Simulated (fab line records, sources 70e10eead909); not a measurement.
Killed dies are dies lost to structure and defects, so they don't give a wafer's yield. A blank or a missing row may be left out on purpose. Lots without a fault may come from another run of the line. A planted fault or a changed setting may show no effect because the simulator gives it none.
fab line records | flow nand_harc
record lots=13 wafers=39 last_day=31
route steps=1302 shown A_CONTACT@1065 THIN_TSV@1264 END@1302
lots that met no fault: from a run of the same line without faults
start_h: hours from the record's first day to the start of the lot's first wafer shown | wait_h: hours since the lot's step before | " the same as in the row above | L1.1+2: a row that stands for several wafers | - no value, or no start given | * or withheld: withheld | < > ~ a bound
route shown NAME@n: a module of which the file shows steps, and the number in the route of the first | usual: mean/standard deviation of fault-free wafers | same: alike in all rows | chamber/n: place in a boat | sites: the reading at each site | _std_site: their standard deviation | _edge_site: outer sites' mean less inner sites' | radius_mm: how far each site lies from the wafer's centre | mask NAME#n: copy n | behind: the tool/chamber that last shaped the wafer | hold: why the lot was held/for how many hours/how that ended | device: the transistor (n, p or np) that didn't switch | end of line: the same wafers' tests at the end of the route | a step without rows: its recipe alone | killed: dies lost to structure and defects at the first sort, not the wafer's yield | map: a wafer's dies, x killed, . not, _ none there
set.NAME: the setting as run; set.NAME@STEP: as run at that earlier step | model.NAME: the simulator's own value behind a step, which no gauge read
steps of the route over a sample of lots; a table a step, a row a wafer
services: from which hour (start_h, from the record's first day; less than 0 if before it) a tool's chamber was out of use, for how many hours, and why
## steps
# step NHARC_A_CONTACT_STRIP_83
# recipe time_s=600 temp_c=30 chemistry=post_etch_residue_remover
# columns lot.wafer tool chamber start_h wait_h
L368.5+1+3 wet_bench-05 7,0,2 517.55 -
L369.3+1+4 wet_bench-04 3,4,5 518.95 -
L370.1+4+6 wet_bench-04 2,5,6 527.41 -
L372.4+3+6 wet_bench-04 3,7,0 537.28 -
L371.5+6+3 wet_bench-04 4,5,7 545.68 -
L373.4+5+1 wet_bench-05 1,2,6 546.10 -
L374.2+4+6 wet_bench-05 3,6,7 570.00 -
L375.3+4+5 wet_bench-04 4,7,0 577.84 -
L376.3+5+6 wet_bench-05 2,3,4 583.92 -
L377.2+3+1 wet_bench-04 2,5,6 591.13 -
L384.6+3+2 wet_bench-04 5,0,2 676.59 0.1
L387.3+2+4 wet_bench-04 4,5,6 687.86 -
L388.6+4+5 wet_bench-05 6,0,3 696.47 -
# step NHARC_THIN_TSV_CD_MEAS_16
# usual cd_nm=999.1/1.8
# columns lot.wafer tool chamber start_h wait_h cd_nm
L368.1 cd_sem-01 - 558.34 0.1 997.8
L368.3 " - " " 998.8
L368.5 " - " " 998.8
L369.1 cd_sem-03 - 559.78 0.1 996.4
L369.3 " - " " 997.3
L369.4 " - " " 997.1
L370.1 cd_sem-03 - 569.97 0.1 1001.9
L370.4 " - " " 997.8
L370.6 " - " " 997.1
L372.3 cd_sem-01 - 576.98 0.1 998.3
L372.4 " - " " 999.2
L372.6 " - " " 998.7
L373.1 cd_sem-03 - 586.40 0.1 1001.7
L373.4 " - " " 999.6
L373.5 " - " " 1002.6
L371.3 cd_sem-01 - 587.60 0.1 996.0
L371.5 " - " " 997.3
L371.6 " - " " 999.0
L374.2 cd_sem-03 - 609.34 0.1 997.8
L374.4 " - " " 999.5
L374.6 " - " " 1000.7
L375.3 cd_sem-01 - 618.77 0.1 999.8
L375.4 " - " " 999.1
L375.5 " - " " 1000.8
L376.3 cd_sem-03 - 623.72 0.1 1000.2
L376.5 " - " " 1000.2
L376.6 " - " " 996.6
L377.1 cd_sem-01 - 634.47 0.2 1000.0
L377.2 " - " " 1000.1
L377.3 " - " " 1001.2
L384.2 cd_sem-01 - 719.91 0.1 998.7
L384.3 " - " " 1000.3
L384.6 " - " " 999.9
L387.2 cd_sem-03 - 727.53 0.1 999.9
L387.3 " - " " 996.3
L387.4 " - " " 998.4
L388.4 cd_sem-03 - 734.12 0.1 997.0
L388.5 " - " " 999.3
L388.6 " - " " 1001.0
# step NHARC_THIN_TSV_CMP_21
# recipe t_overpolish_s=30 target_thk_nm=2000
# usual motor_current_A=11.8/1.1 overpolish_run_s=30.000/0.0096 slurry_filter_dp_kPa=13.51/0.13 slurry_flow_ml_min=150.0/0.45
# same t_overpolish_s=30
# columns lot.wafer tool chamber start_h wait_h motor_current_A overpolish_run_s slurry_filter_dp_kPa slurry_flow_ml_min
L368.3 cmp-04 0 561.86 - 12.1 29.991 13.57 150.5
L368.1 " 1 " " 10.6 29.993 13.60 150.2
L368.5 " 3 " " 12.1 29.987 13.40 149.7
L369.4 cmp-03 3 563.25 - 12.4 30.002 13.41 149.8
L369.3 " 0 " " 10.7 30.003 13.47 149.7
L369.1 " 2 " " 12.3 29.996 13.63 150.1
L370.1 cmp-03 3 573.48 - 12.0 29.991 13.68 149.7
L370.4 " 0 " " 10.5 30.005 13.44 150.3
L370.6 " 3 " " 11.9 30.008 13.35 149.7
L372.4 cmp-03 1 580.42 - 11.4 30.008 13.53 149.7
L372.3 " 3 " " 12.2 29.992 13.36 149.6
L372.6 " 2 " " 12.2 30.015 13.62 150.7
L373.1 cmp-01 2 589.87 - 10.8 29.996 13.69 150.2
L373.4 " 0 " " 11.6 29.990 13.63 149.5
L373.5 " 3 " " 10.9 29.984 13.65 149.4
L371.3 cmp-01 1 591.05 - 13.6 30.001 13.50 151.0
L371.6 " 2 " " 10.3 30.005 13.36 149.4
L371.5 " 3 " " 11.3 30.005 13.71 150.6
L374.2 cmp-01 1 612.67 - 13.6 30.010 13.42 150.4
L374.4 " 2 " " 11.0 29.998 13.25 150.1
L374.6 " 1 " " 14.1 30.004 13.49 150.3
L375.4 cmp-04 3 622.18 - 11.9 29.980 13.56 149.5
L375.3 " 1 " " 10.1 29.991 13.33 150.4
L375.5 " 3 " " 11.9 30.018 13.49 149.7
L376.3 cmp-04 2 627.10 - 13.9 29.994 13.49 150.0
L376.6 " 0 " " 12.6 29.998 13.19 151.1
L376.5 " 1 " " 10.0 29.998 13.42 149.8
L377.3 cmp-04 0 637.89 - 12.3 29.993 13.38 150.5
L377.2 " 1 " " 9.6 29.999 13.60 149.5
L377.1 " 2 " " 12.7 30.016 13.48 150.3
L384.3 cmp-03 1 723.24 - 11.2 30.002 13.45 149.6
L384.2 " 3 " " 12.9 30.003 13.40 150.1
L384.6 " 1 " " 11.9 30.017 13.63 150.1
L387.3 cmp-04 3 730.90 - 11.9 30.007 13.42 149.6
L387.2 " 0 " " 13.0 30.010 13.78 149.8
L387.4 " 1 " " 10.1 30.015 13.73 150.5
L388.4 cmp-04 0 737.55 - 12.1 29.999 13.36 150.6
L388.5 " 1 " " 10.5 30.008 13.64 149.2
L388.6 " 2 " " 12.4 29.999 13.63 150.2
# step NHARC_THIN_TSV_CD_MEAS_37
# usual cd_nm=5000.4/2.7
# columns lot.wafer tool chamber start_h wait_h cd_nm
L368.1 cd_sem-02 - 565.03 - 4996.8
L368.3 " - " " 4997.7
L368.5 " - " " 4999.2
L369.1 cd_sem-02 - 566.25 - 4994.8
L369.3 " - " " 4997.6
L369.4 " - " " 4999.9
L370.1 cd_sem-03 - 576.40 - 5000.4
L370.4 " - " " 4999.6
L370.6 " - " " 4999.9
L372.3 cd_sem-01 - 583.38 - 4995.3
L372.4 " - " " 5001.5
L372.6 " - " " 5002.7
L373.1 cd_sem-01 - 592.92 - 5005.4
L373.4 " - " " 4999.7
L373.5 " - " " 5005.0
L371.3 cd_sem-03 - 594.00 - 4994.1
L371.5 " - " " 4997.2
L371.6 " - " " 4998.7
L374.2 cd_sem-01 - 615.71 - 4997.2
L374.4 " - " " 5000.9
L374.6 " - " " 5000.4
L375.3 cd_sem-03 - 625.10 - 4999.1
L375.4 " - " " 5000.1
L375.5 " - " " 4999.4
L376.3 cd_sem-03 - 629.96 - 5004.7
L376.5 " - " " 5003.1
L376.6 " - " " 5000.0
L377.1 cd_sem-01 - 640.80 - 4997.5
L377.2 " - " " 4997.7
L377.3 " - " " 4998.1
L384.2 cd_sem-02 - 726.29 - 5002.4
L384.3 " - " " 5004.4
L384.6 " - " " 5004.6
L387.2 cd_sem-02 - 733.96 - 5003.7
L387.3 " - " " 4998.3
L387.4 " - " " 5001.8
L388.4 cd_sem-03 - 740.38 - 4996.0
L388.5 " - " " 5000.3
L388.6 " - " " 5000.8
# step NHARC_END_SORT_01
# recipe temp_c=25
# usual killed_at_array=56/19 killed_at_other=1.0/1.3 killed_at_periphery=3.8/2.2 killed_dies=61/19 killed_open=3.1/1.9 killed_short=2.3/1.5
# same gross_dies=677
# columns lot.wafer tool chamber start_h wait_h killed_at_array killed_at_other killed_at_periphery killed_dies killed_open killed_short
L384.2 prober-02 0 735.81 2.8 106 0 5 111 1 3
L384.3 prober-02 0 736.61 3.1 142 0 4 146 5 3
L384.6 prober-02 0 739.03 4.0 132 0 5 137 5 0
L387.2 prober-01 0 749.03 2.8 149 0 5 154 4 1
L387.3 prober-01 0 749.84 3.1 137 1 4 142 2 1
L387.4 prober-01 0 750.65 3.4 149 0 3 152 2 1
# killed by level:class
L384.2 A_CONTACT:unspecified=32 A_CHANNEL_HOLE_D1:chamber_film_flake=30 A_SLIT:chamber_film_flake=26 A_STAIRCASE:chamber_film_flake=7 A_CONTACT:chamber_film_flake=5 P_BONDPAD:chamber_film_flake=3 P_CONTACT:geometric_particle:open=1 A_ONON_D2:geometric_particle:short=1
L384.3 A_CONTACT:unspecified=66 A_CHANNEL_HOLE_D1:chamber_film_flake=30 A_SLIT:chamber_film_flake=29 A_STAIRCASE:chamber_film_flake=4 P_GATE:chamber_film_flake=3 A_CONTACT:chamber_film_flake=3 A_ONON_D1:geometric_particle:open=1 A_ONON_D1:geometric_particle:short=1
L384.6 A_CONTACT:unspecified=65 A_SLIT:chamber_film_flake=30 A_CHANNEL_HOLE_D1:chamber_film_flake=28 A_CONTACT:chamber_film_flake=4 P_GATE:geometric_particle:open=2 A_CHANNEL_FILL_D2:chamber_film_flake=2 P_CONTACT:geometric_particle:open=1 P_M0:geometric_particle:open=1
L387.2 A_CONTACT:unspecified=61 A_CHANNEL_HOLE_D1:chamber_film_flake=33 A_SLIT:chamber_film_flake=29 A_CHANNEL_HOLE_D2:chamber_film_flake=14 P_GATE:chamber_film_flake=4 A_CONTACT:chamber_film_flake=4 A_ZERO_WELL:chamber_film_flake=2 P_CONTACT:geometric_particle:open=1
L387.3 A_CONTACT:unspecified=41 A_SLIT:chamber_film_flake=34 A_CHANNEL_HOLE_D1:chamber_film_flake=26 A_CHANNEL_HOLE_D2:chamber_film_flake=24 A_CONTACT:chamber_film_flake=6 P_ZERO_WELL:chamber_film_flake=3 A_DECK1_JOINT:chamber_film_flake=2 P_M2:geometric_particle:open=1
L387.4 A_CONTACT:unspecified=74 A_CHANNEL_HOLE_D1:chamber_film_flake=28 A_SLIT:chamber_film_flake=24 A_CHANNEL_HOLE_D2:chamber_film_flake=16 P_ZERO_WELL:chamber_film_flake=3 A_STAIRCASE:chamber_film_flake=2 A_DECK1_JOINT:geometric_particle:open=1 A_ONON_D2:geometric_particle:open=1
## services
# columns tool chamber start_h hours kind
cmp-04 - 503.00 4.0 pm
cmp-03 - 508.54 12.7 repair
cmp-04 - 515.78 0.2 repair
cmp-01 - 524.49 0.8 repair
cmp-04 - 555.90 2.0 repair
cmp-04 - 563.52 1.5 repair
cmp-01 - 577.56 4.0 pm
wet_bench-04 - 579.20 8.0 pm
cmp-03 - 590.13 4.0 pm
cmp-04 - 601.00 4.0 pm
cmp-03 - 601.53 1.5 repair
wet_bench-05 - 612.80 8.0 pm
cmp-04 - 614.86 6.8 repair
cmp-03 - 621.92 1.1 repair
cmp-03 - 628.73 0.5 repair
cmp-03 - 635.24 3.2 repair
cmp-03 - 639.10 1.8 repair
cmp-01 - 656.76 1.3 repair
cmp-01 - 671.89 1.0 repair
cmp-01 - 675.58 4.0 pm
cmp-04 - 684.52 1.2 repair
cmp-03 - 688.13 4.0 pm
cmp-04 - 699.00 4.0 pm
cmp-01 - 708.79 1.4 repair
## key
first_sign step=NHARC_END_SORT_01 reading=killed_at_array direction=up sigmas=4.3 usual=56 struck=136
effect step=NHARC_END_SORT_01 reading=killed_dies direction=up sigmas=4.2 usual=61 struck=140
more_kills_born_at NHARC_A_CONTACT_STRIP_83@wet_bench-04=339
met_at NHARC_A_CONTACT_STRIP_83
struck_lots L384,L387
tester_left_out L384,L387
not_acting_at NHARC_THIN_TSV_CD_MEAS_16,NHARC_THIN_TSV_CMP_21,NHARC_THIN_TSV_CD_MEAS_37
onset_between 591.13 676.59
fault kind=chamber_particle_source tool=wet_bench-04 chamber=- onset_h=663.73 steps=NHARC_A_CONTACT_STRIP_83 rate_per_visit_cm2=0.4527 end_h=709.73
# tester_left_out: of these lots the tester's yield and bins aren't shown, on N5 and GAA mostly nor the transistor test; their killed dies are dies lost to structure and defects alone, not to doping, threshold or leakage, so they don't give the yield
